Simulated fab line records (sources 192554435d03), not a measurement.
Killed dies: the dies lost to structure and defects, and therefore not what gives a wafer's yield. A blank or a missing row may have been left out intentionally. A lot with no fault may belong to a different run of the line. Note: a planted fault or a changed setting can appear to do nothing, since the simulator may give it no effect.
Chamber matching + flow n5 finfet + ald metal-01 running N5_BEOL_M11_ALD_74: 4 sister chambers
The step deposits TaN, target thk 2 nm, pulse time 2 s, purge time 3 s. 22 wafers are shown with their chamber, then 11 later ones without.

## EACH WAFER AND ITS CHAMBER
| wafer  | chamber | heater power w (W) | precursor vessel temp c (C) |
|--------|---------|--------------------|-----------------------------|
| L075.1 | 3       | 453                | 75.16                       |
| L075.2 | 0       | 428                | 74.90                       |
| L075.5 | 2       | 511                | 74.88                       |
| L077.1 | 3       | 454                | 74.93                       |
| L077.3 | 0       | 434                | 75.06                       |
| L077.4 | 2       | 515                | 75.15                       |
| L078.1 | 1       | 441                | 75.13                       |
| L078.2 | 2       | 526                | 74.94                       |
| L078.5 | 1       | 445                | 75.10                       |
| L079.2 | 0       | 426                | 75.10                       |
| L079.4 | 1       | 449                | 75.13                       |
| L079.6 | 2       | 521                | 74.89                       |
| L081.1 | 2       | 528                | 75.02                       |
| L081.3 | 3       | 452                | 75.08                       |
| L081.6 | 2       | 531                | 75.07                       |
| L080.1 | 3       | 444                | 75.10                       |
| L080.2 | 1       | 439                | 74.99                       |
| L080.4 | 1       | 450                | 75.12                       |
| L084.1 | 2       | 528                | 75.19                       |
| L084.3 | 3       | 441                | 74.83                       |
| L084.6 | 0       | 435                | 75.03                       |
| L082.1 | 3       | 452                | 75.14                       |

SIGNATURES (averages over the wafers above)
| reading                 | chamber 0 | chamber 1 | chamber 2 | chamber 3 | scatter within a chamber |
|-------------------------|-----------|-----------|-----------|-----------|--------------------------|
| heater power w          | 430.75    | 444.80    | 522.86    | 449.33    | 5.93                     |
| precursor vessel temp c | 75.0225   | 75.0940   | 75.0200   | 75.0400   | 0.109                    |
Rule: for each reading, subtract the chamber's mean from the wafer's reading, divide by that reading's scatter and square the result; add these up over the readings and take the root, which gives the wafer's distance from the chamber. If the next closest chamber is less than 2 further off than the closest, the wafer can't be placed; otherwise it belongs to the closest. How the scatter is found: for the shown wafers, subtract from each reading the mean of its chamber, square and add these, divide the total by (wafers less chambers), then take the root.

## WAFERS MISSING THEIR CHAMBER
| wafer  | heater power w (W) | precursor vessel temp c (C) |
|--------|--------------------|-----------------------------|
| L082.3 | 431                | 74.99                       |
| L082.5 | 519                | 74.90                       |
| L092.1 | 516                | 75.00                       |
| L092.3 | 447                | 75.06                       |
| L092.4 | 431                | 74.99                       |
| L093.3 | 433                | 74.79                       |
| L093.5 | 426                | 75.01                       |
| L093.6 | 457                | 75.23                       |
| L096.1 | 436                | 74.97                       |
| L096.2 | 526                | 74.74                       |
| L096.4 | 443                | 74.73                       |

## WHICH CHAMBER EACH ONE RAN IN
| wafer  | from the rows above          | in truth |
|--------|------------------------------|----------|
| L082.3 | 0                            | 0        |
| L082.5 | 2                            | 2        |
| L092.1 | 2                            | 2        |
| L092.3 | can't be placed: 3 or 1      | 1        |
| L092.4 | 0                            | 0        |
| L093.3 | can't be placed: 0 or 1 or 3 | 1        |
| L093.5 | 0                            | 0        |
| L093.6 | can't be placed: 3 or 1      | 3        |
| L096.1 | can't be placed: 0 or 1 or 3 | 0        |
| L096.2 | 2                            | 2        |
| L096.4 | can't be placed: 3 or 1 or 0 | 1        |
6 of 11 placed correctly. Cannot be placed on the basis of these rows: 5; the candidates contain the true chamber in 5. Placed wrongly: 0.
